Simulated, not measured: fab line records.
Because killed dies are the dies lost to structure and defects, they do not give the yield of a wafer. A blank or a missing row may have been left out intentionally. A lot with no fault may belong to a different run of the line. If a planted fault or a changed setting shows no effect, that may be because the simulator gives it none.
fab line records | flow n5-finfet
record lots=6 wafers=18 last-day=18
route steps=1938 shown MIM_BOT_LITHO@1856 MIM_BOT_ETCH@1866 PASSIVATION@1936
lots untouched by any fault: they come from a run of this same line in which no faults occurred
start-h: start of the lot's first displayed wafer, in hours after the record's first day | wait-h: hours elapsed since this lot's preceding step | " unchanged from the row above | L1.1+2: one row covering several wafers at once | - no value, or no start was given | * or withheld: withheld | < > ~ a bound
route shown NAME@n: a module of which the file shows steps, and the number in the route of the first | usual: mean/standard deviation of fault-free wafers | same: alike in all rows | chamber/n: place in a boat | sites: the reading at each site | _std_site: standard deviation across them | _edge_site: mean of outer sites minus mean of inner sites | radius-mm: how far each site lies from the wafer's centre | mask NAME#n: copy n | behind: the most recent tool/chamber to have shaped the wafer | hold: what put the lot on hold/how long, in hours/how the hold closed | device: names the non-switching transistor (n, p or np) | end of line: the route-end tests of the same wafers | step lacking rows: just its recipe | killed: the dies lost at the first sort to structure and to defects; this is not the yield of the wafer | map: per-die view of a wafer (x killed, . not killed, _ where there is no die)
set.NAME: the setting the step ran with; set.NAME@STEP: the setting that earlier step ran with | model.NAME: the simulator's own value behind a step, which no gauge read
a table for each step, a row for each wafer; lots at some steps of the route
services: a tool's chamber out of use, with start hour (start-h, from the record's first day; less than 0 if before it), hours out, and reason
## steps
# step N5_MIM_BOT_LITHO_EBR_04
# recipe solvent=PGMEA ebr-width-mm=1.5
# step N5_MIM_BOT_LITHO_SOFTBAKE_03
# recipe temp-c=100 time-s=90
# step N5_MIM_BOT_LITHO_EXPOSE_05
# recipe mask-id=MIM_BOT na=0.55 source-shape=conventional sigma-outer=0.8 polarization=unpolarized dose-mj=24.25
# step N5_MIM_BOT_LITHO_PEB_06
# recipe peb-temp-c=withheld peb-time-s=*
# step N5_MIM_BOT_LITHO_DEVELOP_07
# recipe develop-time-s=60 rinse-liquid=diw dry=air-spin dev-temp-c=21
# step N5_MIM_BOT_LITHO_HARDBAKE_09
# recipe temp-c=130 time-s=120
# step N5_MIM_BOT_LITHO_CD_MEAS_08
# recipe target-cd-nm=3000 landing-energy-ev=500 detector=se-inlens polarity=opening
# usual cd-nm=3000.3/2.3
# columns lot.wafer tool chamber start-h wait-h cd-nm
L641.4 cd-sem-01 0 305.13 - 2997.6
L641.5 " 0 " " 2999.9
L641.6 " 0 " " 2997.0
L647.1 cd-sem-02 0 325.31 - 3002.7
L647.3 " 0 " " 3002.4
L647.5 " 0 " " 3004.3
L646.1 cd-sem-03 0 343.10 - 3000.5
L646.3 " 0 " " 2998.5
L646.6 " 0 " " 3000.9
L654.2 cd-sem-03 0 376.29 - 2996.0
L654.3 " 0 " " 2998.0
L654.5 " 0 " " 2997.5
L656.1 cd-sem-02 0 396.47 - 2999.7
L656.2 " 0 " " 2996.4
L656.4 " 0 " " 2999.2
L658.1 cd-sem-03 0 411.78 - 2997.6
L658.3 " 0 " " 2998.1
L658.6 " 0 " " 2998.9
# step N5_MIM_BOT_LITHO_OVL_MEAS_11
# recipe points-per-wafer=44
# usual MIM_BOT_OVL=-2/4.4
# columns lot.wafer tool chamber start-h wait-h MIM_BOT_OVL[nm]
L641.4 overlay-02 0 305.15 0.0 -3
L641.5 " 0 " " -1
L641.6 " 0 " " -8
L647.1 overlay-01 0 325.34 0.0 -8
L647.3 " 0 " " -11
L647.5 " 0 " " -14
L646.1 overlay-01 0 343.13 0.0 4
L646.3 " 0 " " 3
L646.6 " 0 " " -4
L654.2 overlay-01 0 376.32 0.0 0
L654.3 " 0 " " -3
L654.5 " 0 " " -6
L656.1 overlay-02 0 396.50 0.0 -2
L656.2 " 0 " " -14
L656.4 " 0 " " -9
L658.1 overlay-02 0 411.81 0.0 -2
L658.3 " 0 " " -5
L658.6 " 0 " " 0
# step N5_MIM_BOT_LITHO_INSPECT_12
# recipe mode=adi inspect-instrument=macro
# usual raw-defect-count=2.0/1.5
# columns lot.wafer tool chamber start-h wait-h raw-defect-count
L641.4 defect-inspect-02 - 305.18 0.0 5
L641.5 " - " " 0
L641.6 " - " " 0
L647.1 defect-inspect-02 - 325.37 0.0 4
L647.3 " - " " 1
L647.5 " - " " 1
L646.1 defect-inspect-01 - 343.15 0.0 2
L646.3 " - " " 0
L646.6 " - " " 1
L654.2 defect-inspect-02 - 376.34 0.0 1
L654.3 " - " " 0
L654.5 " - " " 2
L656.1 defect-inspect-02 - 396.53 0.0 6
L656.2 " - " " 2
L656.4 " - " " 2
L658.1 defect-inspect-02 - 411.83 0.0 2
L658.3 " - " " 0
L658.6 " - " " 0
# step N5_MIM_BOT_LITHO_DESCUM_10
# recipe chemistry=O2 time-s=7.9 source-power-w=50 bias-power-w=20 pressure-mtorr=20 rf-frequency-hz=2.712e+07 temp-c=40 o2-flow-sccm=225
# usual drypump-motor-current-A=5.7/0.4 oes-product-au=0.83/0.084 rf-vpp-V=243.0/1.5 showerhead-plenum-p-Torr=2.09/0.095 throttle-valve-pct=20.24/0.2
# columns lot.wafer tool chamber start-h wait-h drypump-motor-current-A oes-product-au rf-hours-counter-h rf-vpp-V showerhead-plenum-p-Torr throttle-valve-pct
L641.4 rie-diel-04 3 305.82 0.6 6.0 0.86 65 242.3 2.03 20.03
L641.5 " 0 " " 5.6 0.81 - 244.4 2.21 20.55
L641.6 " 3 " " 6.1 0.86 - 242.3 2.03 20.02
L647.1 rie-diel-04 1 325.40 0.0 5.5 0.97 2 243.4 2.16 20.05
L647.3 " 2 " " 5.3 0.90 31 240.1 2.02 20.18
L647.5 " 0 " " 5.6 0.80 - 245.7 2.21 20.55
L646.1 rie-diel-05 2 343.19 0.0 5.5 0.71 224 241.5 1.89 20.33
L646.3 " 3 " " 5.5 0.84 67 242.0 2.00 20.35
L646.6 " 0 " " 5.1 0.87 - 243.5 2.12 19.92
L654.2 rie-diel-04 0 376.38 0.0 5.6 0.78 133 243.3 2.20 20.59
L654.3 " 3 " " 6.0 0.82 80 241.9 2.02 20.05
L654.5 " 2 " " 5.3 0.85 - 241.5 2.01 20.21
L656.1 rie-diel-04 0 396.56 0.0 5.5 0.77 140 245.5 2.19 20.60
L656.2 " 2 " " 5.3 0.84 61 242.6 2.01 20.22
L656.4 " 1 " " 5.5 0.87 31 244.0 2.15 20.09
L658.1 rie-diel-04 0 411.89 0.1 5.6 0.77 145 243.5 2.19 20.63
L658.3 " 3 " " 6.0 0.82 93 242.7 2.02 20.08
L658.6 " 3 " " 6.0 0.82 - 241.8 2.02 20.05
# step N5_MIM_BOT_ETCH_ETCH_04
# recipe chemistry=CF4/O2 target=SiNx target-depth-a=260 time-s=13 ion-energy-ev=100 pressure-mtorr=40 source-w=535 bias-w=49 Ar_flow_sccm=100 cf4-flow-sccm=100 O2_flow_sccm=10
# usual drypump-motor-current-A=5.7/0.4 oes-product-au=0.82/0.089 rf-vpp-V=236/6.9 showerhead-plenum-p-Torr=2.20/0.086 throttle-valve-pct=15.81/0.26
# columns lot.wafer tool chamber start-h wait-h drypump-motor-current-A oes-product-au rf-hours-counter-h rf-vpp-V showerhead-plenum-p-Torr throttle-valve-pct
L641.4 rie-diel-04 3 305.89 0.0 6.0 0.83 65 243 2.15 15.66
L641.5 " 0 " " 5.6 0.80 - 243 2.32 16.10
L641.6 " 3 " " 6.0 0.84 - 245 2.15 15.65
L647.1 rie-diel-04 1 325.47 0.0 5.5 0.97 2 235 2.26 15.43
L647.3 " 2 " " 5.3 0.89 31 232 2.15 15.85
L647.5 " 0 " " 5.6 0.77 - 242 2.32 16.14
L646.1 rie-diel-05 2 343.25 0.0 5.5 0.68 224 241 2.01 16.00
L646.3 " 3 " " 5.6 0.87 67 234 2.16 16.18
L646.6 " 0 " " 5.1 0.87 - 224 2.25 15.60
L654.2 rie-diel-04 0 376.44 0.0 5.6 0.77 133 243 2.31 16.17
L654.3 " 3 " " 6.0 0.82 80 245 2.15 15.68
L654.5 " 2 " " 5.3 0.85 - 234 2.15 15.87
L656.1 rie-diel-04 0 396.63 0.0 5.5 0.75 140 243 2.31 16.16
L656.2 " 2 " " 5.3 0.84 61 233 2.14 15.90
L656.4 " 1 " " 5.5 0.87 31 236 2.25 15.49
L658.1 rie-diel-04 0 411.96 0.0 5.6 0.74 145 243 2.31 16.17
L658.3 " 3 " " 6.0 0.80 93 244 2.15 15.72
L658.6 " 3 " " 6.1 0.80 - 245 2.15 15.70
# step N5_MIM_BOT_ETCH_ETCH_03
# recipe chemistry=Cl2/BCl3 target-depth-a=120 pressure-mtorr=8 icp-w=800 bias-w=100 Cl2_flow_sccm=20 bcl3-flow-sccm=80
# usual drypump-motor-current-A=5.7/0.46 oes-product-au=0.77/0.13 throttle-valve-pct=27.69/0.26
# columns lot.wafer tool chamber start-h wait-h drypump-motor-current-A oes-product-au rf-hours-counter-h throttle-valve-pct
L641.4 rie-metal-01 1 306.01 0.1 5.8 0.66 - 27.43
L641.5 " 1 " " 5.8 0.66 - 27.43
L641.6 " 0 " " 6.1 0.70 - 28.14
L647.1 rie-metal-02 1 325.56 0.1 5.8 0.86 15 27.66
L647.3 " 1 " " 5.8 0.86 - 27.68
L647.5 " 0 " " 5.1 0.94 - 27.54
L646.1 rie-metal-02 0 343.34 0.1 5.1 0.91 5 27.52
L646.3 " 0 " " 5.1 0.92 - 27.54
L646.6 " 1 " " 5.9 0.85 - 27.67
L654.2 rie-metal-02 1 376.53 0.1 5.8 0.85 20 27.68
L654.3 " 1 " " 5.8 0.85 - 27.69
L654.5 " 0 " " 5.1 0.90 - 27.53
L656.1 rie-metal-03 1 396.72 0.1 5.2 0.66 92 27.69
L656.2 " 0 " " 6.4 0.96 3 27.47
L656.4 " 0 " " 6.4 0.95 - 27.49
L658.1 rie-metal-01 1 412.05 0.1 5.8 0.99 1 27.23
L658.3 " 1 " " 5.7 0.99 - 27.24
L658.6 " 0 " " 6.1 0.67 - 28.16
# step N5_MIM_BOT_ETCH_ETCH_00
# recipe chemistry=Cl2/BCl3 target=TiN target-depth-a=455 ion-energy-ev=150 pressure-mtorr=10 icp-w=1000 bias-w=126 Cl2_flow_sccm=53.25 bcl3-flow-sccm=21.75 Ar_flow_sccm=25
# usual drypump-motor-current-A=5.7/0.46 oes-product-au=0.77/0.13 throttle-valve-pct=22.09/0.19
# columns lot.wafer tool chamber start-h wait-h drypump-motor-current-A oes-product-au rf-hours-counter-h throttle-valve-pct model.etch.depth-nm model.coat_of_MIM_BOT_LITHO_COAT_02.thk-nm model.MIM_BOT_ETCH.cd-offset-nm
L641.4 rie-metal-01 1 306.11 0.1 5.8 0.67 - 21.98 46.51 * 1
L641.5 " 1 " " 5.8 0.67 - 21.97 46.37 * 0.4
L641.6 " 0 " " 6.1 0.70 - 22.39 46.3 * -0.2
L647.1 rie-metal-02 1 325.65 0.1 5.9 0.86 16 22.09 44.74 * 0.2
L647.3 " 1 " " 5.9 0.86 - 22.07 44.46 * 0.2
L647.5 " 0 " " 5.1 0.94 - 21.91 46.41 * -0.2
L646.1 rie-metal-02 0 343.43 0.1 5.1 0.92 5 21.95 45.28 * 0.2
L646.3 " 0 " " 5.1 0.92 - 21.93 45.88 * 0.2
L646.6 " 1 " " 5.9 1.09 - 21.74 63.2 * -0.8
L654.2 rie-metal-02 1 376.62 0.1 5.9 1.06 20 21.75 62.98 * -0.8
L654.3 " 1 " " 5.9 1.07 - 21.74 63.49 * -0.4
L654.5 " 0 " " 5.1 0.91 - 21.96 45.24 * -0.4
L656.1 rie-metal-03 1 396.81 0.1 5.2 0.66 92 22.15 44.4 * -0.6
L656.2 " 0 " " 6.4 0.95 3 21.79 45.55 * -0.4
L656.4 " 0 " " 6.4 0.95 - 21.81 45.15 * -0.2
L658.1 rie-metal-01 1 412.14 0.1 5.8 0.97 2 21.74 46.49 * 0
L658.3 " 1 " " 5.8 0.97 - 21.74 46.37 * 0.2
L658.6 " 0 " " 6.1 0.67 - 22.42 45.67 * 0.4
# step N5_MIM_BOT_ETCH_STRIP_01
# recipe chemistry=O2 power-w=600 temp-c=60 pressure-mtorr=30 rf-frequency-hz=6e+07 bias-power-w=0 overash-fraction=0.5 o2-flow-sccm=225
# usual drypump-motor-current-A=5.7/0.35 oes-product-au=0.84/0.073 rf-vpp-V=3.7/1.4 showerhead-plenum-p-Torr=2.10/0.096 throttle-valve-pct=16.48/0.2
# columns lot.wafer tool chamber start-h wait-h drypump-motor-current-A oes-product-au rf-hours-counter-h rf-vpp-V showerhead-plenum-p-Torr throttle-valve-pct
L641.4 rie-diel-02 2 306.39 0.2 5.6 0.88 - 4.4 2.04 16.40
L641.5 " 0 " " 6.2 0.93 - 1.8 2.26 16.26
L641.6 " 1 " " 6.0 0.85 - 3.9 2.17 16.52
L647.1 rie-diel-04 1 325.79 0.1 5.5 0.96 2 3.1 2.16 16.23
L647.3 " 2 " " 5.3 0.88 31 4.8 2.03 16.44
L647.5 " 0 " " 5.5 0.81 - 2.3 2.21 16.77
L646.1 rie-diel-04 3 343.57 0.1 6.0 0.85 72 4.2 2.03 16.30
L646.3 " 0 " " 5.5 0.81 119 3.5 2.21 16.78
L646.6 " 3 " " 6.0 0.84 - 3.9 2.03 16.30
L654.2 rie-diel-02 0 376.76 0.1 6.1 0.90 33 4.5 2.25 16.28
L654.3 " 1 " " 5.9 0.80 88 2.7 2.16 16.57
L654.5 " 1 " " 5.9 0.79 - 4.0 2.16 16.61
L656.1 rie-diel-04 2 396.95 0.1 5.3 0.83 61 4.5 2.02 16.48
L656.2 " 0 " " 5.6 0.77 140 2.5 2.20 16.81
L656.4 " 3 " " 6.0 0.84 87 1.5 2.02 16.31
L658.1 rie-diel-05 2 412.28 0.1 5.4 0.69 249 4.2 1.88 16.68
L658.3 " 0 " " 5.1 0.82 85 4.9 2.12 16.28
L658.6 " 3 " " 5.5 0.82 - 2.5 2.00 16.67
# step N5_PASSIVATION_PROBE_49
# usual defect-limited-yield=91.2/1.6 killed_at_M0_to_M3=34/11 killed_at_M4_up=13/5.2 killed-at-contacts=13/6.3 killed-at-front-end=40/14 killed-at-other=3.2/2.4 killed-dies=104/19 killed-open=69/14 killed-short=32/7.5 sort_bin_5_function=5.3/1.1 sort_bin_6_memory=3.2/0.73 sort_bin_8_speed=0.01/0.038 sort-n-pass=1076/19 sort-yield-pct=91.2/1.6
# same gross-dies=1180 killed-at-back-side=0 sort_bin_4_leakage[%]=0
# columns lot.wafer tool chamber start-h wait-h defect-limited-yield[%] killed_at_M0_to_M3 killed_at_M4_up killed-at-contacts killed-at-front-end killed-at-other killed-dies killed-open killed-short sort_bin_5_function[%] sort_bin_6_memory[%] sort_bin_8_speed[%] sort-n-pass sort-yield-pct[%]
L647.1 prober-02 - 335.66 0.0 92.9 31 11 8 28 6 84 52 32 4.2 2.7 0 1096 92.9
L647.3 prober-02 - 335.76 0.1 92.2 41 10 2 36 3 92 60 31 4.1 3.1 0 1088 92.2
L647.5 prober-02 - 335.86 0.2 90.9 41 17 6 40 3 107 79 26 5.4 3.1 0.08 1073 90.9
L654.2 prober-02 - 387.42 0.1 92.5 29 12 12 32 3 88 58 26 4.5 2.6 0 1092 92.5
L654.3 prober-02 - 387.47 0.1 91.9 38 15 12 28 3 96 63 32 4.7 3.2 0 1084 91.9
L654.5 prober-02 - 387.57 0.2 93.8 33 12 3 25 0 73 46 23 3.3 2.6 0 1107 93.8
L656.1 prober-02 - 406.43 0.0 89.6 38 15 10 52 8 123 87 33 7.4 2.8 0 1057 89.6
# killed by level:class
L647.1 BEOL_M0_SAQP:geometric-particle:open=11 FIN_SAQP:geometric-particle:open=8 BEOL_M0_SAQP:geometric-particle:short=7 STARTING-WAFER:geometric-particle:open=5 MOL_CONTACT_COAG:geometric-particle:open=4 MOL_CONTACT_COAG:geometric-particle:short=4 BEOL_M3:geometric-particle:open=4 FIN_SAQP:geometric-particle:short=3
L647.3 BEOL_M2:geometric-particle:open=11 STI_FIN_REVEAL:geometric-particle:open=7 BEOL_M0_SAQP:geometric-particle:short=7 DUMMY_GATE:geometric-particle:open=6 BEOL_M3:geometric-particle:open=6 FIN_SAQP:geometric-particle:open=4 BEOL_M0_SAQP:geometric-particle:open=4 STARTING-WAFER:geometric-particle:open=4
L647.5 FIN_SAQP:geometric-particle:open=14 BEOL_M3:geometric-particle:open=13 BEOL_M2:geometric-particle:open=12 FIN_SAQP:geometric-particle:short=9 STI_FIN_REVEAL:geometric-particle:open=8 BEOL_M0_SAQP:geometric-particle:open=8 BEOL_M0_SAQP:geometric-particle:short=6 BEOL_M4:geometric-particle:open=6
L654.2 MOL_CONTACT_COAG:geometric-particle:open=8 DUMMY_GATE:geometric-particle:open=7 BEOL_M1:geometric-particle:open=7 BEOL_M3:geometric-particle:open=7 BEOL_M0_SAQP:geometric-particle:open=5 STARTING-WAFER:geometric-particle:open=5 STI_FIN_REVEAL:geometric-particle:open=4 MOL_CONTACT_COAG:geometric-particle:short=4
L654.3 STI_FIN_REVEAL:geometric-particle:open=11 BEOL_M0_SAQP:geometric-particle:short=11 MOL_CONTACT_COAG:geometric-particle:open=10 BEOL_M0_SAQP:geometric-particle:open=7 BEOL_M1:geometric-particle:open=6 BEOL_M3:geometric-particle:open=5 BEOL_M1:geometric-particle:short=4 BEOL_M2:geometric-particle:open=4
L654.5 BEOL_M0_SAQP:geometric-particle:open=8 FIN_SAQP:geometric-particle:short=6 BEOL_M1:geometric-particle:open=6 BEOL_M0_SAQP:geometric-particle:short=4 BEOL_M3:geometric-particle:open=4 FIN_SAQP:geometric-particle:open=3 STI_FIN_REVEAL:geometric-particle:open=3 DUMMY_GATE:geometric-particle:open=3
L656.1 BEOL_M0_SAQP:geometric-particle:open=12 FIN_SAQP:geometric-particle:open=11 BEOL_M3:geometric-particle:open=11 GATE_CUT:geometric-particle:short=8 MOL_CONTACT_COAG:geometric-particle:open=8 DUMMY_GATE:geometric-particle:open=7 FIN_SAQP:geometric-particle:short=6 BEOL_M1:geometric-particle:open=5
## services
# columns tool chamber start-h hours kind
rie-diel-05 - 291.28 14.6 pm
rie-diel-02 3 294.33 - clean
rie-diel-02 3 294.33 - consumable-replace:focus-ring
rie-diel-02 3 294.33 19.3 scheduled-down
rie-diel-02 3 294.33 19.3 vent-cycle
rie-diel-04 1 306.00 - clean
rie-diel-04 1 306.00 - consumable-replace:focus-ring
rie-diel-04 1 306.00 15.0 scheduled-down
rie-diel-04 1 306.00 15.0 vent-cycle
rie-diel-04 3 317.19 18.4 repair
rie-diel-02 2 328.01 2.4 repair
rie-metal-03 0 337.58 - clean
rie-metal-03 0 337.58 25.1 scheduled-down
rie-metal-03 0 337.58 25.1 vent-cycle
rie-metal-02 - 351.23 0.6 repair
rie-diel-04 3 352.07 12.2 repair
rie-metal-01 1 370.23 - clean
rie-metal-01 1 370.23 20.7 scheduled-down
rie-metal-01 1 370.23 20.7 vent-cycle
rie-metal-01 - 375.36 0.3 repair
rie-metal-02 1 380.90 7.5 repair
rie-metal-01 1 402.25 5.8 repair
rie-diel-04 2 402.76 9.1 repair
## key
first-sign step=N5_MIM_BOT_ETCH_ETCH_00 reading=oes-product-au direction=up sigmas=2.3 usual=0.77 struck=1.07
effect none on later readings
model-effect step=N5_MIM_BOT_ETCH_ETCH_00 value=etch.depth-nm without=44.51 struck=63.22
met-at N5_MIM_BOT_ETCH_ETCH_00
struck-wafers L646.6,L654.2,L654.3
onset-between 325.65 343.43
fault kind=process-parameter-drift tool=rie-metal-02 chamber=1 onset-h=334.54 steps=N5_MIM_BOT_ETCH_ETCH_00 channel=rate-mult offset=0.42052 shape=step end-h=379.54
